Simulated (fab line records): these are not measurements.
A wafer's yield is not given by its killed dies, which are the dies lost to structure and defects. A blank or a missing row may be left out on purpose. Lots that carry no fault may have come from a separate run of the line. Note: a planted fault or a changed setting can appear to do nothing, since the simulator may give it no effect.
Split-lot trial || flow n5 finfet || on a route of 1938 steps: 7 lots, 39 wafers read

## ABOUT THE SPLIT
At N5_MOL_CONTACT_COAG_ETCHBACK_136 (etches SiO2 in CHF3, target depth 25 nm, time 16.7 s), the setting target depth a was moved away from the recipe's 250 angstrom on 12 of the 39 wafers read, by -13.0% to +10.4%. The other wafers ran this setting at the recipe's value.

## THE PATH FROM SPLIT TO READING: the file shows 1 step between them
- N5_MOL_CONTACT_COAG_STRIP_120: strips in CHF3

## THE READING
etch.depth nm (the simulator's own value, which no gauge read), in nm, at N5_MOL_CONTACT_COAG_VIA_ETCH_117 (etches SiO2 in C4F6/O2, target depth 40 nm, overetch 8 nm, time 26 s). No usual value for it is given in the file. The 27 wafers here that ran the recipe average 40.15 nm, standard deviation 0.42 nm.

{"wafer": "L074.1", "tool, chamber at the split": "rie diel-06, 2,0,1,3,2,3", "target depth a as run, angstrom": 250, "against the recipe": "recipe", "etch.depth nm, nm": 40.21, "against lot-mates on the recipe": "-"}
{"wafer": "L074.2", "tool, chamber at the split": "rie diel-06, 2,0,1,3,2,3", "target depth a as run, angstrom": 250, "against the recipe": "recipe", "etch.depth nm, nm": 39.71, "against lot-mates on the recipe": "-"}
{"wafer": "L074.3", "tool, chamber at the split": "rie diel-06, 2,0,1,3,2,3", "target depth a as run, angstrom": 250, "against the recipe": "recipe", "etch.depth nm, nm": 39.66, "against lot-mates on the recipe": "-"}
{"wafer": "L074.4", "tool, chamber at the split": "rie diel-06, 2,0,1,3,2,3", "target depth a as run, angstrom": 250, "against the recipe": "recipe", "etch.depth nm, nm": 40.58, "against lot-mates on the recipe": "-"}
{"wafer": "L074.5", "tool, chamber at the split": "rie diel-06, 2,0,1,3,2,3", "target depth a as run, angstrom": 250, "against the recipe": "recipe", "etch.depth nm, nm": 40.29, "against lot-mates on the recipe": "-"}
{"wafer": "L074.6", "tool, chamber at the split": "rie diel-06, 2,0,1,3,2,3", "target depth a as run, angstrom": 250, "against the recipe": "recipe", "etch.depth nm, nm": 40.52, "against lot-mates on the recipe": "-"}
{"wafer": "L080.1", "tool, chamber at the split": "rie diel-06, 2,0,1", "target depth a as run, angstrom": 224.4, "against the recipe": "-10.2%", "etch.depth nm, nm": 42.78, "against lot-mates on the recipe": "+2.47"}
{"wafer": "L080.2", "tool, chamber at the split": "rie diel-06, 1,3,2", "target depth a as run, angstrom": 250, "against the recipe": "recipe", "etch.depth nm, nm": 39.97, "against lot-mates on the recipe": "-"}
{"wafer": "L080.3", "tool, chamber at the split": "rie diel-06, 1,3,2", "target depth a as run, angstrom": 250, "against the recipe": "recipe", "etch.depth nm, nm": 40.52, "against lot-mates on the recipe": "-"}
{"wafer": "L080.4", "tool, chamber at the split": "rie diel-06, 2,0,1", "target depth a as run, angstrom": 224.4, "against the recipe": "-10.2%", "etch.depth nm, nm": 42.3, "against lot-mates on the recipe": "+1.99"}
{"wafer": "L080.5", "tool, chamber at the split": "rie diel-06, 1,3,2", "target depth a as run, angstrom": 250, "against the recipe": "recipe", "etch.depth nm, nm": 40.44, "against lot-mates on the recipe": "-"}
{"wafer": "L080.6", "tool, chamber at the split": "rie diel-06, 2,0,1", "target depth a as run, angstrom": 224.4, "against the recipe": "-10.2%", "etch.depth nm, nm": 42.42, "against lot-mates on the recipe": "+2.11"}
{"wafer": "L081.3", "tool, chamber at the split": "rie diel-06, 3,1,0", "target depth a as run, angstrom": 250, "against the recipe": "recipe", "etch.depth nm, nm": 40.28, "against lot-mates on the recipe": "-"}
{"wafer": "L081.4", "tool, chamber at the split": "rie diel-06, 3,1,0", "target depth a as run, angstrom": 250, "against the recipe": "recipe", "etch.depth nm, nm": 39.69, "against lot-mates on the recipe": "-"}
{"wafer": "L081.5", "tool, chamber at the split": "rie diel-06, 3,1,0", "target depth a as run, angstrom": 250, "against the recipe": "recipe", "etch.depth nm, nm": 39.84, "against lot-mates on the recipe": "-"}
{"wafer": "L083.1", "tool, chamber at the split": "rie diel-02, 1,2,3,3,1,2", "target depth a as run, angstrom": 250, "against the recipe": "recipe", "etch.depth nm, nm": 40.6, "against lot-mates on the recipe": "-"}
{"wafer": "L083.2", "tool, chamber at the split": "rie diel-02, 1,2,3,3,1,2", "target depth a as run, angstrom": 250, "against the recipe": "recipe", "etch.depth nm, nm": 39.92, "against lot-mates on the recipe": "-"}
{"wafer": "L083.3", "tool, chamber at the split": "rie diel-02, 1,2,3,3,1,2", "target depth a as run, angstrom": 250, "against the recipe": "recipe", "etch.depth nm, nm": 39.66, "against lot-mates on the recipe": "-"}
{"wafer": "L083.4", "tool, chamber at the split": "rie diel-02, 1,2,3,3,1,2", "target depth a as run, angstrom": 250, "against the recipe": "recipe", "etch.depth nm, nm": 39.55, "against lot-mates on the recipe": "-"}
{"wafer": "L083.5", "tool, chamber at the split": "rie diel-02, 1,2,3,3,1,2", "target depth a as run, angstrom": 250, "against the recipe": "recipe", "etch.depth nm, nm": 40.75, "against lot-mates on the recipe": "-"}
{"wafer": "L083.6", "tool, chamber at the split": "rie diel-02, 1,2,3,3,1,2", "target depth a as run, angstrom": 250, "against the recipe": "recipe", "etch.depth nm, nm": 39.94, "against lot-mates on the recipe": "-"}
{"wafer": "L084.1", "tool, chamber at the split": "rie diel-06, 2,0,1", "target depth a as run, angstrom": 217.6, "against the recipe": "-13.0%", "etch.depth nm, nm": 43.45, "against lot-mates on the recipe": "+3.35"}
{"wafer": "L084.2", "tool, chamber at the split": "rie diel-06, 1,3,0", "target depth a as run, angstrom": 250, "against the recipe": "recipe", "etch.depth nm, nm": 39.98, "against lot-mates on the recipe": "-"}
{"wafer": "L084.3", "tool, chamber at the split": "rie diel-06, 1,3,0", "target depth a as run, angstrom": 250, "against the recipe": "recipe", "etch.depth nm, nm": 40.53, "against lot-mates on the recipe": "-"}
{"wafer": "L084.4", "tool, chamber at the split": "rie diel-06, 2,0,1", "target depth a as run, angstrom": 217.6, "against the recipe": "-13.0%", "etch.depth nm, nm": 43.08, "against lot-mates on the recipe": "+2.98"}
{"wafer": "L084.5", "tool, chamber at the split": "rie diel-06, 1,3,0", "target depth a as run, angstrom": 250, "against the recipe": "recipe", "etch.depth nm, nm": 39.78, "against lot-mates on the recipe": "-"}
{"wafer": "L084.6", "tool, chamber at the split": "rie diel-06, 2,0,1", "target depth a as run, angstrom": 217.6, "against the recipe": "-13.0%", "etch.depth nm, nm": 43.1, "against lot-mates on the recipe": "+3.00"}
{"wafer": "L091.1", "tool, chamber at the split": "rie diel-02, 0,1,0", "target depth a as run, angstrom": 250, "against the recipe": "recipe", "etch.depth nm, nm": 40.42, "against lot-mates on the recipe": "-"}
{"wafer": "L091.2", "tool, chamber at the split": "rie diel-02, 2,3,3", "target depth a as run, angstrom": 229.6, "against the recipe": "-8.2%", "etch.depth nm, nm": 42.03, "against lot-mates on the recipe": "+1.47"}
{"wafer": "L091.3", "tool, chamber at the split": "rie diel-02, 0,1,0", "target depth a as run, angstrom": 250, "against the recipe": "recipe", "etch.depth nm, nm": 40.79, "against lot-mates on the recipe": "-"}
{"wafer": "L091.4", "tool, chamber at the split": "rie diel-02, 2,3,3", "target depth a as run, angstrom": 229.6, "against the recipe": "-8.2%", "etch.depth nm, nm": 41.68, "against lot-mates on the recipe": "+1.12"}
{"wafer": "L091.5", "tool, chamber at the split": "rie diel-02, 0,1,0", "target depth a as run, angstrom": 250, "against the recipe": "recipe", "etch.depth nm, nm": 40.47, "against lot-mates on the recipe": "-"}
{"wafer": "L091.6", "tool, chamber at the split": "rie diel-02, 2,3,3", "target depth a as run, angstrom": 229.6, "against the recipe": "-8.2%", "etch.depth nm, nm": 41.61, "against lot-mates on the recipe": "+1.05"}
{"wafer": "L093.1", "tool, chamber at the split": "rie diel-02, 0,1,0", "target depth a as run, angstrom": 275.9, "against the recipe": "+10.4%", "etch.depth nm, nm": 38.1, "against lot-mates on the recipe": -1.90}
{"wafer": "L093.2", "tool, chamber at the split": "rie diel-02, 0,1,0", "target depth a as run, angstrom": 275.9, "against the recipe": "+10.4%", "etch.depth nm, nm": 38.24, "against lot-mates on the recipe": -1.76}
{"wafer": "L093.3", "tool, chamber at the split": "rie diel-02, 3,3,1", "target depth a as run, angstrom": 250, "against the recipe": "recipe", "etch.depth nm, nm": 39.66, "against lot-mates on the recipe": "-"}
{"wafer": "L093.4", "tool, chamber at the split": "rie diel-02, 3,3,1", "target depth a as run, angstrom": 250, "against the recipe": "recipe", "etch.depth nm, nm": 39.48, "against lot-mates on the recipe": "-"}
{"wafer": "L093.5", "tool, chamber at the split": "rie diel-02, 0,1,0", "target depth a as run, angstrom": 275.9, "against the recipe": "+10.4%", "etch.depth nm, nm": 37.93, "against lot-mates on the recipe": -2.07}
{"wafer": "L093.6", "tool, chamber at the split": "rie diel-02, 3,3,1", "target depth a as run, angstrom": 250, "against the recipe": "recipe", "etch.depth nm, nm": 40.85, "against lot-mates on the recipe": "-"}
If several chambers appear in one row, that row covers several wafers at once and the file leaves open which wafer was in which chamber.

THE FIT
A straight line over all 39 wafers: etch.depth nm changes by -0.219 nm for each +1% of target depth a; r = -0.96; the points scatter about the line by 0.38 nm.
The same after taking each lot's own level away (the mean of its wafers on the recipe; 39 wafers): -0.206 nm for each +1%; r = -0.95; scatter 0.39 nm.
That fit puts the effect of the largest move of target depth a on the reading at 2.7 nm.
Measured against the standard deviation above, the lots' own levels, which go from 39.937 to 40.560 nm, span 1.5 times it.
So the lot-to-lot level changes the slope little: the two slopes agree.
Check: +2.59 nm against its lot-mates is what the line predicts for one of the wafers moved furthest among these (-13.0%) when that wafer is left out of the fit. It came out at +3.35 nm against them.

## OTHER SPLITS APPLIED TO THESE WAFERS
These wafers also went through other splits before the reading. Each is held against what the fit with the lots' levels taken away leaves over:
{"other split on the same wafers": "N5_DUMMY_GATE_ETCH_32 time s", "wafers away from the commonest value": 15, "r with etch.depth nm (lot level and that fit taken away)": -0.04}
{"other split on the same wafers": "N5_HKMG_FIN_ETCH_35 bias w", "wafers away from the commonest value": 18, "r with etch.depth nm (lot level and that fit taken away)": -0.03}
{"other split on the same wafers": "N5_MOL_CONTACT_COAG_IMPLANT_129 energy kev", "wafers away from the commonest value": 12, "r with etch.depth nm (lot level and that fit taken away)": -0.01}
{"other split on the same wafers": "N5_MOL_CONTACT_COAG_ETCH_91 target depth a", "wafers away from the commonest value": 15, "r with etch.depth nm (lot level and that fit taken away)": -0.31}

## THE WHOLE CHAIN: every reading that the file lists as answering this split, in the file's order
{"step": "N5_MOL_CONTACT_COAG_VIA_ETCH_117", "what it does": "etches SiO2 in C4F6/O2, target depth 40 nm, overetch 8 nm, time 26 s", "reading": "MOL_CONTACT_COAG.feature depth nm (the simulator's own value, which no gauge read)", "change (the file's fit)": "-0.203 nm for each +1% of the setting", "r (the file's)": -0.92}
{"step": "N5_MOL_CONTACT_COAG_VIA_ETCH_117", "what it does": "etches SiO2 in C4F6/O2, target depth 40 nm, overetch 8 nm, time 26 s", "reading": "etch.depth nm (the simulator's own value, which no gauge read)", "change (the file's fit)": "-0.207 nm for each +1% of the setting", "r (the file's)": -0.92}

## FILE'S OWN FIT
etch.depth nm changes by -0.207 nm for each +1% of target depth a, r = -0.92.
